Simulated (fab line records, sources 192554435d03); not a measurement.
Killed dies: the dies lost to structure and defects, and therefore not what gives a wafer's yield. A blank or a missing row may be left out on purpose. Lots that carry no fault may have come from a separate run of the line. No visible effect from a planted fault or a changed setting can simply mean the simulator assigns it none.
fab line records    flow n5Finfet    part 1 of 2: steps 1 to 3 of 6
record: lots: 23  wafers: 69  lastDay: 18
route steps=1938 shown BEOL_M0_SAQP@700 BEOL_M0@718 BEOL_M1@753
lots that met no fault: taken from a fault-free run of the same line
startH: the number of hours between the record's first day and the start of the first shown wafer of the lot    waitH: hours since the lot's step before    " as in the row above    L1.1+2: a row that stands for several wafers    - no value present, or no start provided    * or withheld: withheld    < > ~ a bound
route shown NAME@n: NAME is a module with steps in the file, n the number in the route of the first one    usual: mean/standard deviation taken from wafers without a fault    same: alike in all rows    chamber/n: place in a boat    sites: per-site readings    _std_site: the values' standard deviation    _edge_site: outer sites' mean less inner sites'    radiusMm: how far each site lies from the wafer's centre    mask NAME#n: copy n    behind: the most recent tool/chamber to have shaped the wafer    hold: cause of the lot's hold/its duration in hours/its outcome    device: whichever transistor did not switch (one of n, p or np)    end of line: the tests these same wafers got at the end of their route    for a step that has no rows: nothing shown but its recipe    killed: at the first sort, the dies lost to defects and structure; wafer yield is something else    map: shows each die of a wafer: x if killed, . if not, _ if none is there
set.NAME: setting as actually run; set.NAME@STEP: the setting as run at that earlier step    model.NAME: the simulator's own value behind a step, which no gauge read
route steps across a sampled set of lots; one table per step, one row per wafer
services: the hour from which a tool's chamber was out of use, counted from the record's first day as startH (under 0 if before that day), plus the number of hours and why
== steps ==
step: N5_BEOL_M0_SAQP_STRIP_75
recipe: chemistry: CF4  resist: SiARC  powerW: 300  biasPowerW: 75  pressureMtorr: 50  cf4FlowSccm: 150  rfFrequencyHz: 6e+07
usual: chamberPressureMTorr: 50.00/0.045  drypumpMotorCurrentA: 5.80/0.29  oesProductAu: 0.185/0.019  rfVppV: 271.6/1.4  showerheadPlenumPTorr: 1.82/0.06  throttleValvePct: 13.50/0.26
lot.wafer  tool        chamber  startH  waitH  chamberPressureMTorr  drypumpMotorCurrentA  oesProductAu  rfHoursCounterH  rfVppV  showerheadPlenumPTorr  throttleValvePct
L074.3     rieDiel-03  3        113.58  0.1    50.01                 5.45                  0.187         99               270.1   1.74                   13.62
L074.4     "           2        "       "      49.99                 5.71                  0.209         29               273.4   1.91                   13.19
L074.6     "           2        "       "      49.99                 5.70                  0.207         -                272.7   1.91                   13.22
L075.1     rieDiel-03  3        118.61  0.1    50.03                 5.45                  0.187         100              270.9   1.74                   13.60
L075.3     "           1        "       "      49.98                 6.34                  0.168         144              272.6   1.85                   13.26
L075.5     "           1        "       "      49.94                 6.32                  0.169         -                272.4   1.85                   13.25
L076.3     rieDiel-03  2        127.83  0.1    49.96                 5.71                  0.215         31               273.1   1.91                   13.22
L076.5     "           1        "       "      49.99                 6.35                  0.174         -                273.5   1.85                   13.27
L076.6     "           2        "       "      49.91                 5.69                  0.215         -                273.3   1.91                   13.21
L077.1     rieDiel-06  0        137.06  0.1    49.98                 6.09                  0.162         197              271.1   1.78                   13.73
L077.2     "           3        "       "      49.95                 5.83                  0.208         40               270.3   1.74                   13.09
L077.6     "           2        "       "      50.04                 5.83                  0.168         -                271.1   1.80                   13.74
L078.3     rieDiel-03  0        139.62  0.1    49.95                 5.63                  0.207         22               271.1   1.85                   13.38
L078.5     "           1        "       "      50.02                 6.34                  0.169         -                273.0   1.85                   13.27
L078.6     "           0        "       "      49.96                 5.62                  0.210         -                271.9   1.85                   13.37
L079.2     rieDiel-05  1        149.97  0.1    49.97                 5.91                  0.161         197              272.2   1.85                   13.89
L079.3     "           2        "       "      50.05                 6.00                  0.168         188              269.6   1.72                   13.90
L079.6     "           3        "       "      50.08                 5.62                  0.205         -                271.4   1.84                   13.41
L080.1     rieDiel-03  3        155.45  0.1    50.00                 5.45                  0.193         111              270.0   1.74                   13.63
L080.2     "           0        "       "      50.07                 5.62                  0.219         27               271.5   1.84                   13.38
L080.3     "           2        "       "      50.05                 5.71                  0.205         40               271.5   1.91                   13.21
L081.1     rieDiel-06  0        158.11  0.1    49.98                 6.11                  0.169         203              269.6   1.77                   13.74
L081.3     "           2        "       "      50.03                 5.83                  0.175         160              270.2   1.80                   13.76
L081.6     "           1        "       "      50.08                 5.41                  0.173         -                272.9   1.87                   13.68
L082.4     rieDiel-03  1        163.32  0.1    49.92                 6.28                  0.169         158              270.5   1.85                   13.29
L082.5     "           2        "       "      50.07                 5.71                  0.208         -                273.5   1.91                   13.23
L082.6     "           1        "       "      50.06                 6.31                  0.168         -                272.5   1.85                   13.28
L083.3     rieDiel-06  3        167.08  0.1    50.01                 5.86                  0.197         49               270.2   1.74                   13.11
L083.4     "           1        "       "      50.05                 5.42                  0.168         150              274.6   1.87                   13.67
L083.6     "           1        "       "      50.04                 5.40                  0.172         -                273.1   1.87                   13.68
L084.1     rieDiel-03  3        176.38  0.1    50.01                 5.46                  0.187         118              270.4   1.73                   13.64
L084.4     "           2        "       "      50.02                 5.70                  0.208         45               272.2   1.90                   13.24
L084.6     "           0        "       "      50.06                 5.61                  0.209         -                273.5   1.84                   13.41
L085.2     rieDiel-05  1        181.44  0.1    50.03                 5.91                  0.159         209              272.3   1.85                   13.92
L085.3     "           2        "       "      49.96                 6.07                  0.166         200              269.5   1.71                   13.93
L085.4     "           0        "       "      50.02                 5.62                  0.230         1                272.2   1.84                   13.08
L086.1     rieDiel-03  2        189.24  0.1    50.02                 5.70                  0.196         51               271.5   1.90                   13.25
L086.2     "           1        "       "      50.03                 6.36                  0.168         167              272.4   1.85                   13.30
L086.3     "           0        "       "      49.96                 5.61                  0.207         38               271.5   1.84                   13.41
L087.1     rieDiel-03  2        195.40  0.1    49.96                 5.71                  0.202         53               274.2   1.90                   13.27
L087.4     "           1        "       "      50.07                 6.32                  0.166         169              272.4   1.85                   13.29
L087.5     "           0        "       "      49.98                 5.62                  0.211         -                272.0   1.84                   13.42
L088.1     rieDiel-05  2        198.90  0.1    49.95                 6.08                  0.160         205              270.4   1.71                   13.93
L088.3     "           0        "       "      49.93                 5.61                  0.221         7                270.1   1.84                   13.08
L088.6     "           2        "       "      49.97                 6.04                  0.164         -                269.3   1.71                   13.95
L089.3     rieDiel-03  0        203.86  0.1    50.00                 5.60                  0.207         45               271.6   1.84                   13.41
L089.4     "           2        "       "      49.98                 5.69                  0.205         56               273.6   1.90                   13.29
L089.6     "           0        "       "      50.01                 5.64                  0.204         -                270.8   1.84                   13.43
L090.2     rieDiel-06  2        207.28  0.1    49.97                 5.86                  0.177         172              272.8   1.79                   13.77
L090.4     "           3        "       "      49.96                 5.84                  0.195         62               268.7   1.73                   13.14
L090.6     "           2        "       "      50.04                 5.85                  0.168         -                271.0   1.79                   13.78
L091.2     rieDiel-06  2        227.61  0.1    50.05                 5.84                  0.167         179              272.4   1.79                   13.80
L091.4     "           1        "       "      49.96                 5.41                  0.175         169              273.2   1.86                   13.71
L091.5     "           2        "       "      49.97                 5.82                  0.165         -                270.0   1.79                   13.80
L093.2     rieDiel-05  1        228.05  0.1    50.04                 5.91                  0.158         223              271.6   1.85                   13.96
L093.4     "           0        "       "      50.03                 5.61                  0.208         17               271.3   1.84                   13.12
L093.5     "           2        "       "      50.01                 6.09                  0.156         -                268.4   1.71                   13.96
L092.1     rieDiel-03  0        238.26  0.1    50.01                 5.57                  0.197         55               272.5   1.84                   13.45
L092.2     "           1        "       "      49.95                 6.35                  0.164         182              272.5   1.84                   13.34
L092.5     "           3        "       "      50.00                 5.45                  0.181         -                269.6   1.73                   13.70
L095.2     rieDiel-03  3        240.22  0.1    50.02                 5.46                  0.184         133              271.1   1.73                   13.69
L095.3     "           1        "       "      49.96                 6.27                  0.168         183              272.5   1.84                   13.35
L095.5     "           2        "       "      49.85                 5.71                  0.198         -                274.1   1.90                   13.30
L096.2     rieDiel-05  0        246.70  0.1    50.08                 5.62                  0.207         24               272.8   1.84                   13.11
L096.4     "           2        "       "      50.02                 6.03                  0.155         -                270.1   1.71                   13.97
L096.6     "           1        "       "      49.97                 5.92                  0.161         -                271.3   1.84                   13.97
L097.2     rieDiel-03  0        251.85  0.1    50.01                 5.62                  0.201         59               271.8   1.84                   13.47
L097.3     "           1        "       "      49.99                 6.36                  0.163         187              272.6   1.84                   13.35
L097.5     "           0        "       "      50.02                 5.63                  0.188         -                272.5   1.84                   13.45
step: N5_BEOL_M0_STRIP_104
recipe: chemistry: N2/H2  powerW: 450  tempC: 40  pressureMtorr: 20  rfFrequencyHz: 6e+07  overashFraction: 0.3  biasPowerW: 7  h2Frac: 0.5  n2FlowSccm: 200  h2FlowSccm: 200
usual: chamberPressureMTorr: 20.00/0.037  drypumpMotorCurrentA: 5.7/0.46  oesProductAu: 0.80/0.067  rfVppV: 59.2/1.7  showerheadPlenumPTorr: 2.51/0.078  throttleValvePct: 23.6/0.37
lot.wafer  tool        chamber  startH  waitH  chamberPressureMTorr  drypumpMotorCurrentA  oesProductAu  rfHoursCounterH  rfVppV  showerheadPlenumPTorr  throttleValvePct
L074.3     rieDiel-02  1        116.27  0.0    20.06                 6.2                   0.78          117              57.3    2.43                   23.4
L074.4     "           3        "       "      20.01                 5.9                   0.80          111              58.4    2.67                   23.3
L074.6     "           1        "       "      19.99                 6.2                   0.79          -                58.5    2.43                   23.3
L075.1     rieDiel-04  1        122.18  0.0    20.02                 5.4                   0.79          118              57.4    2.46                   24.2
L075.3     "           2        "       "      20.01                 4.8                   0.91          22               59.9    2.59                   23.2
L075.5     "           0        "       "      19.96                 6.1                   0.93          -                59.7    2.48                   23.5
L076.3     rieDiel-01  0        130.70  0.0    19.98                 6.3                   0.86          47               58.3    2.46                   23.4
L076.5     "           2        "       "      19.97                 5.6                   0.79          -                58.9    2.57                   23.9
L076.6     "           3        "       "      20.00                 6.2                   0.80          -                57.9    2.46                   23.5
L077.1     rieDiel-02  1        139.71  0.0    19.93                 6.1                   0.77          127              59.5    2.43                   23.4
L077.2     "           2        "       "      19.96                 5.7                   0.92          33               61.5    2.50                   24.3
L077.6     "           2        "       "      20.00                 5.7                   0.91          -                60.5    2.50                   24.3
L078.3     rieDiel-01  0        143.41  0.0    19.95                 6.2                   0.85          52               62.0    2.46                   23.4
L078.5     "           0        "       "      20.04                 6.2                   0.86          -                56.6    2.46                   23.3
L078.6     "           3        "       "      19.95                 6.2                   0.78          -                58.0    2.45                   23.5
L079.2     rieDiel-04  0        151.35  0.0    19.98                 6.1                   0.91          26               59.3    2.48                   23.4
L079.3     "           2        "       "      19.90                 4.8                   0.88          33               60.8    2.59                   23.2
L079.6     "           3        "       "      20.04                 5.5                   0.86          -                59.5    2.56                   23.4
L080.1     rieDiel-02  1        157.15  0.0    20.02                 6.1                   0.77          133              56.8    2.42                   23.4
L080.2     "           3        "       "      20.00                 5.9                   0.78          127              58.1    2.66                   23.3
L080.3     "           2        "       "      19.93                 5.7                   0.89          40               60.2    2.49                   24.3
L081.1     rieDiel-04  2        160.70  0.0    20.00                 4.7                   0.90          36               59.8    2.59                   23.3
L081.3     "           3        "       "      20.01                 5.5                   0.85          46               61.3    2.56                   23.4
L081.6     "           3        "       "      19.96                 5.5                   0.85          -                59.4    2.56                   23.4
L082.4     rieDiel-02  3        164.60  0.0    19.96                 5.9                   0.76          130              61.8    2.66                   23.3
L082.5     "           3        "       "      19.99                 5.9                   0.77          -                60.5    2.66                   23.3
L082.6     "           2        "       "      20.04                 5.7                   0.89          -                61.3    2.49                   24.3
L083.3     rieDiel-02  3        169.23  0.0    20.02                 5.9                   0.78          132              58.0    2.66                   23.3
L083.4     "           0        "       "      19.99                 5.2                   0.71          191              60.0    2.52                   23.8
L083.6     "           1        "       "      20.06                 6.2                   0.76          -                56.9    2.42                   23.4
L084.1     rieDiel-04  3        178.48  0.0    19.99                 5.5                   0.85          51               60.0    2.56                   23.3
L084.4     "           0        "       "      19.94                 6.2                   0.87          35               55.8    2.47                   23.4
L084.6     "           1        "       "      20.01                 5.4                   0.77          -                54.1    2.46                   24.2
L085.2     rieDiel-02  0        184.87  0.0    20.07                 5.2                   0.70          197              58.9    2.52                   23.8
L085.3     "           1        "       "      19.98                 6.1                   0.75          143              58.4    2.42                   23.4
L085.4     "           2        "       "      19.98                 5.7                   0.87          50               58.9    2.49                   24.3
L086.1     rieDiel-04  0        191.70  0.0    20.01                 6.1                   0.87          40               57.5    2.47                   23.5
L086.2     "           2        "       "      20.00                 4.8                   0.87          45               56.8    2.58                   23.3
L086.3     "           1        "       "      19.95                 5.4                   0.75          143              58.2    2.45                   24.2
L087.1     rieDiel-02  1        196.83  0.0    19.99                 6.1                   0.75          148              59.6    2.42                   23.4
L087.4     "           3        "       "      20.00                 5.9                   0.74          142              60.4    2.66                   23.3
L087.5     "           1        "       "      19.97                 6.1                   0.76          -                60.3    2.42                   23.4
L088.1     rieDiel-02  3        203.12  0.0    19.99                 5.9                   0.75          144              57.4    2.65                   23.3
L088.3     "           1        "       "      19.98                 6.1                   0.75          151              60.6    2.42                   23.4
L088.6     "           1        "       "      20.03                 6.2                   0.74          -                59.0    2.42                   23.4
L089.3     rieDiel-04  0        205.13  0.0    19.97                 6.1                   0.85          46               60.3    2.47                   23.5
L089.4     "           2        "       "      20.05                 4.7                   0.87          -                60.6    2.58                   23.3
L089.6     "           1        "       "      19.98                 5.4                   0.74          -                63.5    2.45                   24.2
L090.2     rieDiel-02  3        209.66  0.0    19.99                 5.9                   0.75          146              62.2    2.66                   23.3
L090.4     "           0        "       "      20.06                 5.2                   0.69          206              60.2    2.52                   23.8
L090.6     "           0        "       "      20.03                 5.2                   0.69          -                58.8    2.52                   23.8
L093.2     rieDiel-04  3        229.81  0.0    19.99                 5.5                   0.82          65               59.4    2.55                   23.4
L093.4     "           0        "       "      20.00                 6.2                   0.84          59               60.9    2.46                   23.4
L093.5     "           1        "       "      20.07                 5.4                   0.73          -                60.8    2.45                   24.3
L091.2     rieDiel-02  1        230.74  0.0    20.09                 6.1                   0.74          161              59.6    2.41                   23.4
L091.4     "           0        "       "      20.02                 5.2                   0.69          215              59.0    2.51                   23.8
L091.5     "           0        "       "      19.97                 5.2                   0.69          -                58.9    2.51                   23.8
L092.1     rieDiel-01  1        240.48  0.0    20.01                 5.1                   0.91          21               61.3    2.69                   23.4
L092.2     "           0        "       "      19.93                 6.2                   0.80          89               59.1    2.44                   23.4
L092.5     "           3        "       "      19.95                 6.2                   0.76          -                57.9    2.44                   23.5
L095.2     rieDiel-04  2        243.55  0.0    20.00                 4.7                   0.86          68               55.6    2.57                   23.3
L095.3     "           3        "       "      19.96                 5.5                   0.81          70               58.5    2.55                   23.4
L095.5     "           3        "       "      20.04                 5.5                   0.84          -                58.5    2.55                   23.4
L096.2     rieDiel-04  2        249.97  0.0    20.04                 4.8                   0.83          71               58.8    2.57                   23.3
L096.4     "           3        "       "      19.96                 5.5                   0.81          73               57.7    2.55                   23.4
L096.6     "           0        "       "      19.96                 6.1                   0.82          -                58.8    2.46                   23.5
L097.2     rieDiel-01  2        256.17  0.0    19.93                 5.6                   0.75          151              61.4    2.55                   23.9
L097.3     "           1        "       "      19.98                 5.0                   0.88          26               62.8    2.69                   23.4
L097.5     "           2        "       "      19.97                 5.6                   0.75          -                58.0    2.55                   23.9
step: N5_BEOL_M0_ETCH_128
recipe: chemistry: CF4/N2  targetDepthA: 120  overetchA: 51  target: SiCN  timeS: 21.4  ionEnergyEv: 150  pressureMtorr: 40  sourceW: 430  biasW: 70  Ar_flow_sccm: 100  cf4FlowSccm: 60  n2FlowSccm: 60
usual: chamberPressureMTorr: 40.00/0.036  drypumpMotorCurrentA: 5.6/0.46  oesProductAu: 0.56/0.042  rfVppV: 381.8/1.7  showerheadPlenumPTorr: 2.19/0.06  throttleValvePct: 15.38/0.14
lot.wafer  tool        chamber  startH  waitH  chamberPressureMTorr  drypumpMotorCurrentA  oesProductAu  rfHoursCounterH  rfVppV  showerheadPlenumPTorr  throttleValvePct
L074.3     rieDiel-02  1        116.41  0.1    40.01                 6.1                   0.54          118              380.8   2.13                   15.47
L074.4     "           2        "       "      40.03                 5.7                   0.62          23               381.3   2.17                   15.46
L074.6     "           1        "       "      40.00                 6.1                   0.54          -                379.6   2.13                   15.49
L075.1     rieDiel-01  0        123.96  1.7    40.03                 6.2                   0.59          43               381.6   2.16                   15.38
L075.3     "           2        "       "      39.99                 5.7                   0.55          -                382.9   2.22                   15.36
L075.5     "           2        "       "      40.02                 5.7                   0.55          -                382.2   2.22                   15.32
L076.3     rieDiel-04  2        130.82  0.0    39.98                 4.7                   0.62          25               383.3   2.25                   15.12
L076.5     "           3        "       "      39.96                 5.5                   0.61          -                382.5   2.25                   15.32
L076.6     "           0        "       "      39.93                 6.1                   0.62          -                380.9   2.18                   15.32
L077.1     rieDiel-02  2        140.21  0.4    40.02                 5.7                   0.62          33               380.3   2.17                   15.48
L077.2     "           1        "       "      39.99                 6.1                   0.53          127              380.0   2.13                   15.51
L077.6     "           2        "       "      39.99                 5.7                   0.61          -                381.6   2.17                   15.49
L078.3     rieDiel-02  1        143.62  0.1    40.00                 6.1                   0.53          129              380.5   2.12                   15.50
L078.5     "           2        "       "      40.04                 5.7                   0.62          -                381.4   2.17                   15.50
L078.6     "           1        "       "      40.05                 6.1                   0.54          -                381.7   2.13                   15.50
L079.2     rieDiel-04  0        151.47  0.0    40.01                 6.1                   0.61          26               380.5   2.17                   15.32
L079.3     "           3        "       "      40.00                 5.5                   0.60          43               383.5   2.25                   15.34
L079.6     "           1        "       "      39.96                 5.4                   0.53          -                380.9   2.13                   15.42
L080.1     rieDiel-04  3        157.85  0.5    39.99                 5.5                   0.60          45               382.5   2.25                   15.34
L080.2     "           0        "       "      40.07                 6.1                   0.61          29               381.0   2.17                   15.32
L080.3     "           2        "       "      40.00                 4.7                   0.63          35               383.4   2.25                   15.14
L081.1     rieDiel-01  0        161.44  0.6    39.99                 6.2                   0.56          58               380.5   2.15                   15.42
L081.3     "           3        "       "      39.94                 6.2                   0.54          107              379.7   2.14                   15.35
L081.6     "           2        "       "      39.95                 5.6                   0.54          -                381.7   2.22                   15.38
L082.4     rieDiel-04  3        164.73  0.0    40.05                 5.5                   0.59          47               382.4   2.25                   15.36
L082.5     "           0        "       "      40.03                 6.1                   0.60          -                382.1   2.17                   15.33
L082.6     "           1        "       "      39.97                 5.4                   0.54          -                379.7   2.13                   15.43
L083.3     rieDiel-01  2        169.53  0.2    39.97                 5.7                   0.53          123              382.4   2.22                   15.40
L083.4     "           0        "       "      40.01                 6.2                   0.58          -                381.8   2.15                   15.43
L083.6     "           2        "       "      40.03                 5.6                   0.54          -                382.2   2.22                   15.41
L084.1     rieDiel-02  2        179.13  0.5    39.97                 5.7                   0.60          48               382.1   2.16                   15.51
L084.4     "           1        "       "      40.03                 6.1                   0.53          141              381.3   2.12                   15.53
L084.6     "           3        "       "      40.02                 5.9                   0.52          -                386.4   2.31                   15.14
L085.2     rieDiel-04  3        185.09  0.1    40.00                 5.5                   0.58          54               382.8   2.25                   15.35
L085.3     "           2        "       "      40.00                 4.7                   0.61          43               383.3   2.24                   15.16
L085.4     "           0        "       "      39.96                 6.2                   0.59          38               381.7   2.17                   15.36
L086.1     rieDiel-01  0        192.14  0.3    40.03                 6.2                   0.57          71               379.7   2.15                   15.43
L086.2     "           2        "       "      40.07                 5.6                   0.53          132              381.7   2.21                   15.41
L086.3     "           3        "       "      40.01                 6.2                   0.54          119              380.4   2.13                   15.36
L087.1     rieDiel-02  1        196.95  0.0    39.96                 6.2                   0.51          148              381.3   2.12                   15.54
L087.4     "           2        "       "      40.00                 5.7                   0.59          54               381.4   2.16                   15.51
L087.5     "           0        "       "      40.04                 5.2                   0.48          -                381.2   2.20                   15.62
L088.1     rieDiel-02  2        203.24  0.0    40.04                 5.7                   0.58          57               380.4   2.16                   15.53
L088.3     "           1        "       "      39.99                 6.1                   0.51          151              379.9   2.12                   15.55
L088.6     "           3        "       "      39.96                 5.9                   0.51          -                384.5   2.30                   15.16
L089.3     rieDiel-04  1        205.36  0.1    40.00                 5.4                   0.52          150              380.0   2.12                   15.45
L089.4     "           2        "       "      39.95                 4.7                   0.60          -                382.4   2.24                   15.17
L089.6     "           1        "       "      39.96                 5.4                   0.52          -                378.9   2.12                   15.45
L090.2     rieDiel-02  3        210.03  0.3    40.01                 5.9                   0.51          146              384.5   2.30                   15.17
L090.4     "           0        "       "      40.08                 5.2                   0.49          207              381.1   2.20                   15.60
L090.6     "           2        "       "      40.05                 5.7                   0.59          -                381.4   2.16                   15.52
L093.2     rieDiel-04  3        229.94  0.0    40.07                 5.5                   0.57          65               383.6   2.24                   15.38
L093.4     "           0        "       "      39.96                 6.2                   0.58          59               381.4   2.16                   15.40
L093.5     "           3        "       "      40.03                 5.5                   0.56          -                383.4   2.24                   15.38
L091.2     rieDiel-04  1        230.93  0.1    40.02                 5.4                   0.51          159              380.6   2.12                   15.49
L091.4     "           0        "       "      39.97                 6.1                   0.57          59               381.3   2.16                   15.40
L091.5     "           0        "       "      40.01                 6.1                   0.58          -                380.4   2.16                   15.41
L092.1     rieDiel-02  1        240.84  0.3    40.02                 6.1                   0.50          165              379.5   2.11                   15.57
L092.2     "           2        "       "      39.96                 5.7                   0.57          68               380.7   2.15                   15.54
L092.5     "           3        "       "      40.01                 5.9                   0.51          -                385.3   2.30                   15.19
L095.2     rieDiel-04  0        244.06  0.4    39.91                 6.1                   0.57          65               381.5   2.16                   15.42
L095.3     "           3        "       "      40.02                 5.5                   0.58          71               383.3   2.24                   15.40
L095.5     "           3        "       "      39.97                 5.5                   0.58          -                382.7   2.24                   15.39
L096.2     rieDiel-04  1        250.10  0.0    40.02                 5.4                   0.52          166              380.3   2.12                   15.49
L096.4     "           2        "       "      39.97                 4.8                   0.58          71               383.9   2.23                   15.20
L096.6     "           2        "       "      40.02                 4.7                   0.60          -                385.7   2.23                   15.22
L097.2     rieDiel-02  3        256.29  0.0    40.02                 5.9                   0.51          164              384.3   2.29                   15.21
L097.3     "           0        "       "      40.05                 5.2                   0.47          222              381.7   2.19                   15.65
L097.5     "           2        "       "      40.00                 5.7                   0.59          -                380.6   2.15                   15.54
